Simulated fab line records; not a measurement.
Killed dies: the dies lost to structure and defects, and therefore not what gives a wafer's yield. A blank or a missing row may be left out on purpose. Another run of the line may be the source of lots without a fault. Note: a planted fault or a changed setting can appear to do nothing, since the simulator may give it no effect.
fab line records / flow n5-finfet
[record] lots = 4 wafers = 12 last-day = 17
route steps=1938 shown DUMMY_GATE@247 SPACER0@258 SD_EPI_N@262 SD_EPI_P@326 BEOL_M4@1111 PASSIVATION@1936
lots untouched by any fault: they come from a run of this same line in which no faults occurred
start-h: hours from the record's first day to the start of the lot's first wafer shown / wait-h: hours since the lot's step before / " unchanged from the row above / L1.1+2: several wafers, shown together as one row / - either no value or no given start / * or withheld: withheld / < > ~ a bound
route shown NAME@n: names a module that has steps shown in the file, with the first one's number in the route / usual: mean/standard deviation taken from wafers without a fault / same: alike in all rows / chamber/n: place in a boat / sites: each site's reading / _std_site: standard deviation of those values / _edge_site: the outer-site mean with the inner-site mean subtracted / radius-mm: for every site, how far away it sits from the centre of the wafer / mask NAME#n: copy n / behind: the most recent tool/chamber to have shaped the wafer / hold: why the lot went on hold/how many hours it stayed there/how the hold came to an end / device: whichever transistor did not switch (one of n, p or np) / end of line: the same wafers' tests at the end of the route / step lacking rows: just its recipe / killed: at the first sort, the dies lost to defects and structure; wafer yield is something else / map: dies across one wafer; x = killed, . = not, _ = none there
set.NAME: the setting as run; set.NAME@STEP: as run at that earlier step / model.NAME: the simulator's own value behind a step, which no gauge read
lots at selected steps of the route; one table per step, one row per wafer
services: from which hour (start-h, from the record's first day; less than 0 if before it) a tool's chamber was out of use, for how many hours, and why
[[steps]]
[step N5_DUMMY_GATE_ETCH_23]
[recipe] chemistry = HBr/Cl2/O2 HBr_flow_sccm = 150 Cl2_flow_sccm = 80 O2_flow_sccm = 12 bias-w = 102 target-depth-a = 410 time-s = 22.3 target = poly-Si mask-material = SiO2 pressure-mtorr = 10 icp-w = 800
[step N5_DUMMY_GATE_ETCH_44]
[recipe] chemistry = HBr/O2 over-etch-frac = 0.7 target-depth-a = 1275 stop-on = SiO2 ion-energy-ev = 60 bias-w = 20 target = poly-Si mask-material = SiO2 pressure-mtorr = 20 icp-w = 400 HBr_flow_sccm = 120 O2_flow_sccm = 10
[step N5_DUMMY_GATE_ETCH_42]
[recipe] chemistry = CHF3/O2 target = SiO2 target-depth-a = 35 time-s = 31 ion-energy-ev = 30 bias-w = 12 pressure-mtorr = 30 source-w = 600 Ar_flow_sccm = 200 CHF3_flow_sccm = 50 O2_flow_sccm = 5
[step N5_DUMMY_GATE_STRIP_48]
[recipe] chemistry = N2/H2 time-s = 20 power-w = 100 temp-c = 40 pressure-mtorr = 100 rf-frequency-hz = 6e+07 bias-power-w = 3 n2-flow-sccm = 300 h2-flow-sccm = 300
[step N5_DUMMY_GATE_PRECLEAN_33]
[recipe] chemistry = dHF time-s = 10 dilution = 750:1 temp-c = 25
[step N5_DUMMY_GATE_PRECLEAN_25]
[recipe] chemistry = O3/DIW time-s = 45 temp-c = 22 o3-ppm = 10
[step N5_DUMMY_GATE_PRECLEAN_51]
[recipe] chemistry = SC2 time-s = 45 temp-c = 35 mix = 1:1:50
[step N5_DUMMY_GATE_SRD_26]
[recipe] dry = ipa-marangoni time-s = 30 temp-c = 23 rinse-liquid = diw
[step N5_DUMMY_GATE_UV_OZONE_45]
[recipe] time-s = 120 pressure-torr = 760 temp-c = 25
[step N5_SPACER0_ALD_07]
[recipe] material = SiNx target-thk-a = 20 temp-c = 400 ald-precursor-family = SiH2I2 ald-co-reactant = N2/H2-plasma pressure-torr = 2
[step N5_SPACER0_ALD_00]
[recipe] material = SiOCN target-thk-a = 35 temp-c = 400 ald-precursor-family = alkyl-aminosilane ald-co-reactant = O2/N2-plasma pulse-time-s = 3 purge-time-s = 2 co-reactant-purge-time-s = 2 ald-cycles = 58 pressure-torr = 2
[usual] ald-cycles = 58/0 heater-power-outer-w = 518/57 heater-power-w = 856/63 precursor-pulse-height-rel = 0.997/0.02
[same] pulse-time-s = 3
lot.wafer=L493.2 tool=ald-sin-01 chamber=1 start-h=120.33 wait-h=0.1 ald-cycles=58 heater-power-outer-w=571 heater-power-w=947 precursor-pulse-height-rel=0.956 model.SiOCN_of_SPACER0_ALD_00.thk-nm=3.4
lot.wafer=L493.3 tool=ald-sin-01 chamber=0 start-h=120.33 wait-h=0.1 ald-cycles=58 heater-power-outer-w=416 heater-power-w=738 precursor-pulse-height-rel=0.983 model.SiOCN_of_SPACER0_ALD_00.thk-nm=3.4
lot.wafer=L493.4 tool=ald-sin-01 chamber=3 start-h=120.33 wait-h=0.1 ald-cycles=58 heater-power-outer-w=512 heater-power-w=882 precursor-pulse-height-rel=1.016 model.SiOCN_of_SPACER0_ALD_00.thk-nm=3.4
lot.wafer=L495.1 tool=ald-sin-01 chamber=0 start-h=132.28 wait-h=0.1 ald-cycles=58 heater-power-outer-w=427 heater-power-w=759 precursor-pulse-height-rel=0.995 model.SiOCN_of_SPACER0_ALD_00.thk-nm=3.4
lot.wafer=L495.3 tool=ald-sin-01 chamber=1 start-h=132.28 wait-h=0.1 ald-cycles=70 heater-power-outer-w=572 heater-power-w=929 precursor-pulse-height-rel=1.016 model.SiOCN_of_SPACER0_ALD_00.thk-nm=4.2
lot.wafer=L495.5 tool=ald-sin-01 chamber=2 start-h=132.28 wait-h=0.1 ald-cycles=58 heater-power-outer-w=475 heater-power-w=851 precursor-pulse-height-rel=1.014 model.SiOCN_of_SPACER0_ALD_00.thk-nm=3.6
lot.wafer=L497.1 tool=ald-sin-01 chamber=1 start-h=143.74 wait-h=0.1 ald-cycles=58 heater-power-outer-w=575 heater-power-w=947 precursor-pulse-height-rel=0.999 model.SiOCN_of_SPACER0_ALD_00.thk-nm=3.4
lot.wafer=L497.2 tool=ald-sin-01 chamber=3 start-h=143.74 wait-h=0.1 ald-cycles=70 heater-power-outer-w=530 heater-power-w=911 precursor-pulse-height-rel=1.030 model.SiOCN_of_SPACER0_ALD_00.thk-nm=4.2
lot.wafer=L497.4 tool=ald-sin-01 chamber=0 start-h=143.74 wait-h=0.1 ald-cycles=58 heater-power-outer-w=422 heater-power-w=757 precursor-pulse-height-rel=1.039 model.SiOCN_of_SPACER0_ALD_00.thk-nm=3.4
lot.wafer=L504.3 tool=ald-sin-04 chamber=3 start-h=184.98 wait-h=0.1 ald-cycles=58 heater-power-outer-w=492 heater-power-w=801 precursor-pulse-height-rel=1.017 model.SiOCN_of_SPACER0_ALD_00.thk-nm=3.4
lot.wafer=L504.4 tool=ald-sin-04 chamber=2 start-h=184.98 wait-h=0.1 ald-cycles=58 heater-power-outer-w=594 heater-power-w=921 precursor-pulse-height-rel=0.991 model.SiOCN_of_SPACER0_ALD_00.thk-nm=3.4
lot.wafer=L504.5 tool=ald-sin-04 chamber=0 start-h=184.98 wait-h=0.1 ald-cycles=58 heater-power-outer-w=500 heater-power-w=843 precursor-pulse-height-rel=0.993 model.SiOCN_of_SPACER0_ALD_00.thk-nm=3.6
[step N5_SPACER0_ALD_08]
[recipe] material = SiNx target-thk-a = 20 temp-c = 400 ald-precursor-family = SiH2I2 ald-co-reactant = N2/H2-plasma pressure-torr = 2
[step N5_SD_EPI_N_COAT_32]
[recipe] resist = SOC temp-c = 250 time-s = 60 spin-rpm = 1500 resist-thk-nm = 350
[step N5_SD_EPI_N_COAT_33]
[recipe] resist = SiARC temp-c = 220 time-s = 60 spin-rpm = 1500 resist-thk-nm = 35
[step N5_SD_EPI_N_COAT_03]
[recipe] resist = CAR-ArF-block spin-rpm = 1500 resist-thk-nm = 150
[step N5_SD_EPI_N_EBR_05]
[recipe] solvent = PGMEA ebr-width-mm = 1.5
[step N5_SD_EPI_N_SOFTBAKE_04]
[recipe] temp-c = 110 time-s = 60 resist = CAR-ArF-block
[step N5_SD_EPI_N_EXPOSE_06]
[recipe] mask-id = SD_N_BLK na = 1.35 source-shape = conventional sigma-outer = 0.8 polarization = unpolarized target-cd-nm = 120 dose-mj = 39.75
[step N5_SD_EPI_N_PEB_07]
[recipe] peb-temp-c = 110 peb-time-s = 60 resist = CAR-ArF-block
[step N5_SD_EPI_N_DEVELOP_08]
[recipe] develop-time-s = 30 developer = TMAH resist = CAR-ArF-block dev-temp-c = 23 rinse-liquid = diw dry = air-spin
[step N5_SD_EPI_N_DESCUM_14]
[recipe] chemistry = O2 time-s = 7.9 source-power-w = 50 bias-power-w = 20 pressure-mtorr = 20 rf-frequency-hz = 2.712e+07 temp-c = 40 resist = CAR-ArF-block o2-flow-sccm = 225
[step N5_SD_EPI_N_ETCH_34]
[recipe] chemistry = CF4 target = SiARC target-depth-a = 455 mask-material = CAR-ArF-block time-s = 75.8 ion-energy-ev = 80 pressure-mtorr = 40 source-w = 545 bias-w = 36 Ar_flow_sccm = 100 cf4-flow-sccm = 100 ends = cleared
[step N5_SD_EPI_N_ETCH_35]
[recipe] chemistry = N2/H2 target = SOC overetch-a = 1080 mask-material = SiARC temp-c = 40 ion-energy-ev = 100 source-w = 3000 bias-w = 133 pressure-mtorr = 20 time-s = 486 n2-flow-sccm = 200 h2-flow-sccm = 200
[step N5_SD_EPI_N_STRIP_36]
[recipe] chemistry = N2/H2 temp-c = 40 n2-flow-sccm = 200 h2-flow-sccm = 200 rf-frequency-hz = 6e+07
[step N5_SD_EPI_N_ETCHBACK_44]
[recipe] chemistry = CH3F/O2 mode = anisotropic-etchback target = SiNx target-depth-a = 145 stop-on = SiO2 over-etch-frac = 0.3 ion-energy-ev = 120 pressure-mtorr = 30 source-w = 395 bias-w = 73 Ar_flow_sccm = 150 CH3F_flow_sccm = 30 O2_flow_sccm = 20
[step N5_SD_EPI_N_ETCH_45]
[recipe] chemistry = CH3F/O2 target = SiOCN target-depth-a = 60 mask-material = SOC ion-energy-ev = 60 bias-w = 29 pressure-mtorr = 15 source-w = 410 Ar_flow_sccm = 150 CH3F_flow_sccm = 30 O2_flow_sccm = 20
[step N5_SD_EPI_N_ETCH_16]
[recipe] chemistry = CHF3/O2 target = SiO2 target-depth-a = 50 mask-material = SOC pressure-mtorr = 30 source-w = 650 bias-w = 170 Ar_flow_sccm = 200 CHF3_flow_sccm = 50 O2_flow_sccm = 5 ion-energy-ev = 200
[step N5_SD_EPI_N_STRIP_47]
[recipe] chemistry = CHF3/O2 resist = SiARC rf-frequency-hz = 6e+07
[step N5_SD_EPI_N_SD_RECESS_17]
[recipe] chemistry = HBr/Cl2/O2 target-depth-a = 410 mask-material = SOC time-s = 23.7 bt-time-s = 3 pressure-mtorr = 10 icp-w = 800 bias-w = 112 HBr_flow_sccm = 150 Cl2_flow_sccm = 80 O2_flow_sccm = 12
[step N5_SD_EPI_N_STRIP_38]
[recipe] chemistry = N2/H2 power-w = 1000 temp-c = 250 h2-frac = 0.65 overash-fraction = 0.3 pressure-mtorr = withheld n2-flow-sccm = 1750 h2-flow-sccm = 3250
[step N5_SD_EPI_N_WET_ETCH_43]
[recipe] chemistry = dHF dilution = withheld time-s = 14 target = SiO2 target-depth-a = 15 temp-c = 25
[step N5_SD_EPI_N_STRIP_18]
[recipe] chemistry = SPM time-s = 750 temp-c = 130 h2so4-h2o2-vol-ratio = 4
[step N5_SD_EPI_N_SRD_20]
[recipe] dry = ipa-marangoni do-ppb = 5 time-s = 30 temp-c = 23 rinse-liquid = diw
[step N5_SD_EPI_N_PRECLEAN_48]
[recipe] chemistry = NF3:NH3 afs-cycles = 2 temp-c = 30 time-s = 20 sublimation-temp-c = 180 sublimation-time-s = 60 pressure-torr = 3 rf-power-w = 30
[step N5_SD_EPI_N_VAPOR_ETCH_50]
[recipe] chemistry = HCl target = Si temp-c = 775 time-s = 54 pressure-torr = 20 mode = isotropic
[step N5_SD_EPI_N_EPI_21]
[recipe] material = Si:P dopant = P temp-c = 680 pressure-torr = 255 time-s = 690
[step N5_SD_EPI_P_PRECLEAN_32]
[recipe] chemistry = dHF time-s = 10 dilution = 500:1 temp-c = 25
lot.wafer=L493.2+3+4 tool=wet-bench-05 chamber=6,4,5 start-h=129.99 wait-h=0.0 model.SiOCN_of_SPACER0_ALD_00.thk-nm=3.4
lot.wafer=L495.1+5 tool=wet-bench-01 chamber=3,4 start-h=141.37 wait-h=0.0 model.SiOCN_of_SPACER0_ALD_00.thk-nm=3.4
lot.wafer=L495.3 tool=wet-bench-01 chamber=2 start-h=141.37 wait-h=0.0 model.SiOCN_of_SPACER0_ALD_00.thk-nm=4.2
lot.wafer=L497.1+4 tool=wet-bench-01 chamber=7,6 start-h=153.07 wait-h=0.0 model.SiOCN_of_SPACER0_ALD_00.thk-nm=3.4
lot.wafer=L497.2 tool=wet-bench-01 chamber=0 start-h=153.07 wait-h=0.0 model.SiOCN_of_SPACER0_ALD_00.thk-nm=4.2
lot.wafer=L504.3+4+5 tool=wet-bench-01 chamber=6,4,1 start-h=196.99 wait-h=0.0 model.SiOCN_of_SPACER0_ALD_00.thk-nm=3.4
[step N5_BEOL_M4_RC_MEAS_101]
[usual] DIBL_N = 36.0/2.2 DIBL_P = 35.9/2.6 IOFF_N = 0.16/0.038 IOFF_P = 0.21/0.042 ION_N = 675/15 ION_P = 463/10 REXT_N = 75.4/2.1 REXT_P = 100.3/1.9 SS_N = 71.5/0.62 SS_P = 73.2/0.76 VT_N = 250/4.1 VT_P = -251/3.6
lot.wafer=L495.1 tool=prober-02 chamber=0 start-h=247.32 wait-h=0.0 DIBL_N[mV/V]=34.5 DIBL_P[mV/V]=33.5 IOFF_N[nA/um]=0.12 IOFF_P[nA/um]=0.19 ION_N[uA/um]=656 ION_P[uA/um]=466 REXT_N[ohm.um]=79.7 REXT_P[ohm.um]=99.7 SS_N[mV/dec]=71.3 SS_P[mV/dec]=72.4 VT_N[mV]=254 VT_P[mV]=-250
lot.wafer=L495.3 tool=prober-02 chamber=0 start-h=247.32 wait-h=0.0 DIBL_N[mV/V]=35.8 DIBL_P[mV/V]=36.2 IOFF_N[nA/um]=0.16 IOFF_P[nA/um]=0.20 ION_N[uA/um]=679 ION_P[uA/um]=461 REXT_N[ohm.um]=84.9 REXT_P[ohm.um]=112.7 SS_N[mV/dec]=71.7 SS_P[mV/dec]=73.1 VT_N[mV]=249 VT_P[mV]=-254
lot.wafer=L495.5 tool=prober-02 chamber=0 start-h=247.32 wait-h=0.0 DIBL_N[mV/V]=35.4 DIBL_P[mV/V]=33.0 IOFF_N[nA/um]=0.13 IOFF_P[nA/um]=0.17 ION_N[uA/um]=663 ION_P[uA/um]=461 REXT_N[ohm.um]=77.5 REXT_P[ohm.um]=100.3 SS_N[mV/dec]=70.8 SS_P[mV/dec]=72.3 VT_N[mV]=254 VT_P[mV]=-252
lot.wafer=L493.2 tool=prober-01 chamber=0 start-h=247.44 wait-h=0.2 DIBL_N[mV/V]=35.2 DIBL_P[mV/V]=36.6 IOFF_N[nA/um]=0.15 IOFF_P[nA/um]=0.20 ION_N[uA/um]=673 ION_P[uA/um]=460 REXT_N[ohm.um]=73.7 REXT_P[ohm.um]=99.0 SS_N[mV/dec]=71.2 SS_P[mV/dec]=72.6 VT_N[mV]=249 VT_P[mV]=-249
lot.wafer=L493.3 tool=prober-01 chamber=0 start-h=247.44 wait-h=0.2 DIBL_N[mV/V]=34.9 DIBL_P[mV/V]=37.1 IOFF_N[nA/um]=0.16 IOFF_P[nA/um]=0.21 ION_N[uA/um]=685 ION_P[uA/um]=467 REXT_N[ohm.um]=73.6 REXT_P[ohm.um]=97.2 SS_N[mV/dec]=71.1 SS_P[mV/dec]=72.7 VT_N[mV]=246 VT_P[mV]=-248
lot.wafer=L493.4 tool=prober-01 chamber=0 start-h=247.44 wait-h=0.2 DIBL_N[mV/V]=36.3 DIBL_P[mV/V]=36.2 IOFF_N[nA/um]=0.14 IOFF_P[nA/um]=0.19 ION_N[uA/um]=647 ION_P[uA/um]=444 REXT_N[ohm.um]=72.6 REXT_P[ohm.um]=97.7 SS_N[mV/dec]=72.0 SS_P[mV/dec]=72.4 VT_N[mV]=253 VT_P[mV]=-251
lot.wafer=L497.1 tool=prober-01 chamber=0 start-h=262.09 wait-h=0.0 DIBL_N[mV/V]=34.9 DIBL_P[mV/V]=36.9 IOFF_N[nA/um]=0.16 IOFF_P[nA/um]=0.23 ION_N[uA/um]=678 ION_P[uA/um]=471 REXT_N[ohm.um]=74.1 REXT_P[ohm.um]=98.0 SS_N[mV/dec]=70.9 SS_P[mV/dec]=73.9 VT_N[mV]=248 VT_P[mV]=-248
lot.wafer=L497.2 tool=prober-01 chamber=0 start-h=262.09 wait-h=0.0 DIBL_N[mV/V]=32.8 DIBL_P[mV/V]=34.5 IOFF_N[nA/um]=0.12 IOFF_P[nA/um]=0.16 ION_N[uA/um]=652 ION_P[uA/um]=441 REXT_N[ohm.um]=84.7 REXT_P[ohm.um]=111.5 SS_N[mV/dec]=70.8 SS_P[mV/dec]=73.2 VT_N[mV]=250 VT_P[mV]=-254
lot.wafer=L497.4 tool=prober-01 chamber=0 start-h=262.09 wait-h=0.0 DIBL_N[mV/V]=37.8 DIBL_P[mV/V]=40.2 IOFF_N[nA/um]=0.24 IOFF_P[nA/um]=0.28 ION_N[uA/um]=723 ION_P[uA/um]=484 REXT_N[ohm.um]=72.4 REXT_P[ohm.um]=97.8 SS_N[mV/dec]=72.0 SS_P[mV/dec]=74.1 VT_N[mV]=239 VT_P[mV]=-247
lot.wafer=L504.3 tool=prober-02 chamber=0 start-h=306.66 wait-h=0.3 DIBL_N[mV/V]=34.1 DIBL_P[mV/V]=34.9 IOFF_N[nA/um]=0.15 IOFF_P[nA/um]=0.21 ION_N[uA/um]=684 ION_P[uA/um]=474 REXT_N[ohm.um]=75.4 REXT_P[ohm.um]=101.1 SS_N[mV/dec]=71.1 SS_P[mV/dec]=73.1 VT_N[mV]=247 VT_P[mV]=-249
lot.wafer=L504.4 tool=prober-02 chamber=0 start-h=306.66 wait-h=0.3 DIBL_N[mV/V]=32.8 DIBL_P[mV/V]=30.7 IOFF_N[nA/um]=0.12 IOFF_P[nA/um]=0.16 ION_N[uA/um]=666 ION_P[uA/um]=459 REXT_N[ohm.um]=73.0 REXT_P[ohm.um]=101.7 SS_N[mV/dec]=71.3 SS_P[mV/dec]=71.2 VT_N[mV]=251 VT_P[mV]=-253
lot.wafer=L504.5 tool=prober-02 chamber=0 start-h=306.66 wait-h=0.3 DIBL_N[mV/V]=36.8 DIBL_P[mV/V]=37.0 IOFF_N[nA/um]=0.20 IOFF_P[nA/um]=0.25 ION_N[uA/um]=690 ION_P[uA/um]=472 REXT_N[ohm.um]=73.9 REXT_P[ohm.um]=101.6 SS_N[mV/dec]=71.9 SS_P[mV/dec]=73.3 VT_N[mV]=244 VT_P[mV]=-245
[step N5_PASSIVATION_PROBE_49]
[usual] defect-limited-yield = 91.4/1.6 killed_at_M0_to_M3 = 35/10 killed_at_M4_up = 12/4.7 killed-at-contacts = 12/5.8 killed-at-front-end = 38/12 killed-at-other = 4/3.2 killed-dies = 102/18 killed-open = 68/14 killed-short = 32/8 sort_bin_5_function = 5.1/0.96 sort_bin_6_memory = 3.2/0.77 sort_bin_8_speed = 0.1/0.39 sort-n-pass = 1078/20 sort-yield-pct = 91.3/1.7
[same] gross-dies = 1180 killed-at-back-side = 0 sort_bin_4_leakage[%] = 0
lot.wafer=L495.1 tool=prober-02 chamber=- start-h=359.58 wait-h=0.9 defect-limited-yield[%]=93.9 killed_at_M0_to_M3=33 killed_at_M4_up=7 killed-at-contacts=6 killed-at-front-end=25 killed-at-other=1 killed-dies=72 killed-open=51 killed-short=21 sort_bin_5_function[%]=3.8 sort_bin_6_memory[%]=2.2 sort_bin_8_speed[%]=0 sort-n-pass=1108 sort-yield-pct[%]=93.9
lot.wafer=L495.3 tool=prober-02 chamber=- start-h=359.68 wait-h=1.0 defect-limited-yield[%]=91.6 killed_at_M0_to_M3=21 killed_at_M4_up=21 killed-at-contacts=7 killed-at-front-end=49 killed-at-other=1 killed-dies=99 killed-open=75 killed-short=24 sort_bin_5_function[%]=4.9 sort_bin_6_memory[%]=3.3 sort_bin_8_speed[%]=0 sort-n-pass=1081 sort-yield-pct[%]=91.6
lot.wafer=L495.5 tool=prober-02 chamber=- start-h=359.78 wait-h=1.1 defect-limited-yield[%]=90.0 killed_at_M0_to_M3=43 killed_at_M4_up=11 killed-at-contacts=17 killed-at-front-end=42 killed-at-other=5 killed-dies=118 killed-open=94 killed-short=24 sort_bin_5_function[%]=5.5 sort_bin_6_memory[%]=4.2 sort_bin_8_speed[%]=0 sort-n-pass=1062 sort-yield-pct[%]=90.0
lot.wafer=L497.1 tool=prober-02 chamber=- start-h=370.26 wait-h=0.0 defect-limited-yield[%]=90.6 killed_at_M0_to_M3=58 killed_at_M4_up=5 killed-at-contacts=18 killed-at-front-end=30 killed-at-other=0 killed-dies=111 killed-open=79 killed-short=32 sort_bin_5_function[%]=6.0 sort_bin_6_memory[%]=3.0 sort_bin_8_speed[%]=0 sort-n-pass=1069 sort-yield-pct[%]=90.6
lot.wafer=L497.2 tool=prober-02 chamber=- start-h=370.31 wait-h=0.1 defect-limited-yield[%]=91.0 killed_at_M0_to_M3=30 killed_at_M4_up=14 killed-at-contacts=21 killed-at-front-end=35 killed-at-other=6 killed-dies=106 killed-open=77 killed-short=29 sort_bin_5_function[%]=5.2 sort_bin_6_memory[%]=3.7 sort_bin_8_speed[%]=0.2 sort-n-pass=1072 sort-yield-pct[%]=90.8
lot.wafer=L497.4 tool=prober-02 chamber=- start-h=370.41 wait-h=0.2 defect-limited-yield[%]=91.6 killed_at_M0_to_M3=41 killed_at_M4_up=7 killed-at-contacts=13 killed-at-front-end=36 killed-at-other=2 killed-dies=99 killed-open=70 killed-short=29 sort_bin_5_function[%]=4.8 sort_bin_6_memory[%]=3.6 sort_bin_8_speed[%]=0 sort-n-pass=1081 sort-yield-pct[%]=91.6
lot.wafer=L504.3 tool=prober-02 chamber=- start-h=403.87 wait-h=0.1 defect-limited-yield[%]=91.2 killed_at_M0_to_M3=50 killed_at_M4_up=3 killed-at-contacts=20 killed-at-front-end=30 killed-at-other=1 killed-dies=104 killed-open=65 killed-short=39 sort_bin_5_function[%]=5.4 sort_bin_6_memory[%]=3.1 sort_bin_8_speed[%]=0 sort-n-pass=1076 sort-yield-pct[%]=91.2
lot.wafer=L504.4 tool=prober-02 chamber=- start-h=403.92 wait-h=0.2 defect-limited-yield[%]=90.8 killed_at_M0_to_M3=34 killed_at_M4_up=9 killed-at-contacts=11 killed-at-front-end=53 killed-at-other=1 killed-dies=108 killed-open=71 killed-short=37 sort_bin_5_function[%]=5.6 sort_bin_6_memory[%]=3.4 sort_bin_8_speed[%]=0 sort-n-pass=1072 sort-yield-pct[%]=90.8
lot.wafer=L504.5 tool=prober-02 chamber=- start-h=403.97 wait-h=0.2 defect-limited-yield[%]=92.2 killed_at_M0_to_M3=33 killed_at_M4_up=12 killed-at-contacts=17 killed-at-front-end=27 killed-at-other=3 killed-dies=92 killed-open=59 killed-short=31 sort_bin_5_function[%]=4.9 sort_bin_6_memory[%]=2.9 sort_bin_8_speed[%]=0 sort-n-pass=1088 sort-yield-pct[%]=92.2
// killed by level:class
L495.1 FIN_SAQP:geometric-particle:open=14 BEOL_M2:geometric-particle:open=9 BEOL_M1:geometric-particle:open=6 MOL_CONTACT_COAG:geometric-particle:open=6 FIN_SAQP:geometric-particle:short=5 BEOL_M3:geometric-particle:open=5 BEOL_M0_SAQP:geometric-particle:short=4 BEOL_M0:geometric-particle:open=3
L495.3 FIN_SAQP:geometric-particle:open=13 STI_FIN_REVEAL:geometric-particle:open=13 BEOL_M4:geometric-particle:open=11 BEOL_M0_SAQP:geometric-particle:open=7 STARTING-WAFER:geometric-particle:open=6 FIN_SAQP:geometric-particle:short=5 MOL_CONTACT_COAG:geometric-particle:open=4 BEOL_M3:geometric-particle:open=4
L495.5 MOL_CONTACT_COAG:geometric-particle:open=15 FIN_SAQP:geometric-particle:open=14 BEOL_M1:geometric-particle:open=14 BEOL_M2:geometric-particle:open=14 DUMMY_GATE:geometric-particle:open=8 STI_FIN_REVEAL:geometric-particle:open=5 BEOL_M4:geometric-particle:open=5 BEOL_M0_SAQP:geometric-particle:open=4
L497.1 BEOL_M3:geometric-particle:open=17 MOL_CONTACT_COAG:geometric-particle:open=12 BEOL_M0_SAQP:geometric-particle:open=12 FIN_SAQP:geometric-particle:short=9 BEOL_M2:geometric-particle:open=9 FIN_SAQP:geometric-particle:open=8 BEOL_M0_SAQP:geometric-particle:short=7 MOL_CONTACT_COAG:geometric-particle:short=6
L497.2 MOL_CONTACT_COAG:geometric-particle:open=17 FIN_SAQP:geometric-particle:open=9 BEOL_M4:geometric-particle:open=9 STI_FIN_REVEAL:geometric-particle:open=7 BEOL_M0_SAQP:geometric-particle:open=7 BEOL_M3:geometric-particle:open=6 FIN_SAQP:geometric-particle:short=5 DUMMY_GATE:geometric-particle:open=4
L497.4 MOL_CONTACT_COAG:geometric-particle:open=13 FIN_SAQP:geometric-particle:open=11 BEOL_M0_SAQP:geometric-particle:open=9 BEOL_M3:geometric-particle:open=8 FIN_SAQP:geometric-particle:short=7 BEOL_M0_SAQP:geometric-particle:short=7 BEOL_M1:geometric-particle:open=7 BEOL_M2:geometric-particle:open=6
L504.3 BEOL_M0_SAQP:geometric-particle:short=19 MOL_CONTACT_COAG:geometric-particle:open=15 BEOL_M0_SAQP:geometric-particle:open=14 BEOL_M1:geometric-particle:open=11 FIN_SAQP:geometric-particle:short=7 STI_FIN_REVEAL:geometric-particle:open=7 MOL_CONTACT_COAG:geometric-particle:short=5 FIN_SAQP:geometric-particle:open=3
L504.4 FIN_SAQP:geometric-particle:open=15 BEOL_M0_SAQP:geometric-particle:open=10 FIN_SAQP:geometric-particle:short=8 MOL_CONTACT_COAG:geometric-particle:open=8 BEOL_M0_SAQP:geometric-particle:short=8 STI_FIN_REVEAL:geometric-particle:open=6 BEOL_M3:geometric-particle:open=6 STARTING-WAFER:geometric-particle:short=6
L504.5 MOL_CONTACT_COAG:geometric-particle:open=14 BEOL_M0_SAQP:geometric-particle:open=13 BEOL_M0_SAQP:geometric-particle:short=9 FIN_SAQP:geometric-particle:open=8 FIN_SAQP:geometric-particle:short=7 DUMMY_GATE:geometric-particle:open=4 BEOL_M3:geometric-particle:open=4 MOL_CONTACT_COAG:geometric-particle:short=3
[[services]]
tool=ald-sin-04 chamber=3 start-h=102.77 hours=18.7 kind=repair
tool=wet-bench-05 chamber=- start-h=110.33 hours=3.9 kind=repair
tool=ald-sin-01 chamber=1 start-h=144.50 hours=5.2 kind=repair
tool=ald-sin-01 chamber=- start-h=177.18 hours=14.0 kind=pm
tool=ald-sin-01 chamber=0 start-h=177.18 hours=14.0 kind=vent-cycle
tool=ald-sin-01 chamber=1 start-h=177.18 hours=14.0 kind=vent-cycle
tool=ald-sin-01 chamber=2 start-h=177.18 hours=14.0 kind=vent-cycle
tool=ald-sin-01 chamber=3 start-h=177.18 hours=14.0 kind=vent-cycle
tool=ald-sin-01 chamber=0 start-h=191.18 hours=- kind=clean
tool=ald-sin-01 chamber=1 start-h=191.18 hours=- kind=clean
tool=ald-sin-01 chamber=2 start-h=191.18 hours=- kind=clean
tool=ald-sin-01 chamber=3 start-h=191.18 hours=- kind=clean
[[key]]
[first-sign] step = N5_SPACER0_ALD_00 reading = ald-cycles direction = up sigmas = 99+ usual = * struck = *
[effect] step = N5_BEOL_M4_RC_MEAS_101 reading = REXT_P direction = up sigmas = 6.1 usual = 100.3 struck = 112.1
[effect] step = N5_BEOL_M4_RC_MEAS_101 reading = REXT_N direction = up sigmas = 4.5 usual = 75.4 struck = 84.8
[model-effect] step = N5_SPACER0_ALD_00 value = SiOCN_of_SPACER0_ALD_00.thk-nm without = 3.5 struck = 4.2
[model-effect] step = N5_SD_EPI_P_PRECLEAN_32 value = SiOCN_of_SPACER0_ALD_00.thk-nm without = 3.4 struck = 4.2
met-at N5_SPACER0_ALD_00
struck-wafers L495.3,L497.2
onset-between 120.33 132.28
[fault] kind = process-parameter-drift tool = ald-sin-01 chamber = - onset-h = 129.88 steps = N5_SPACER0_ALD_00 channel = ald-cycles offset = * shape = step end-h = 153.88 scope = struck-wafers-only acts-in = * stated = *
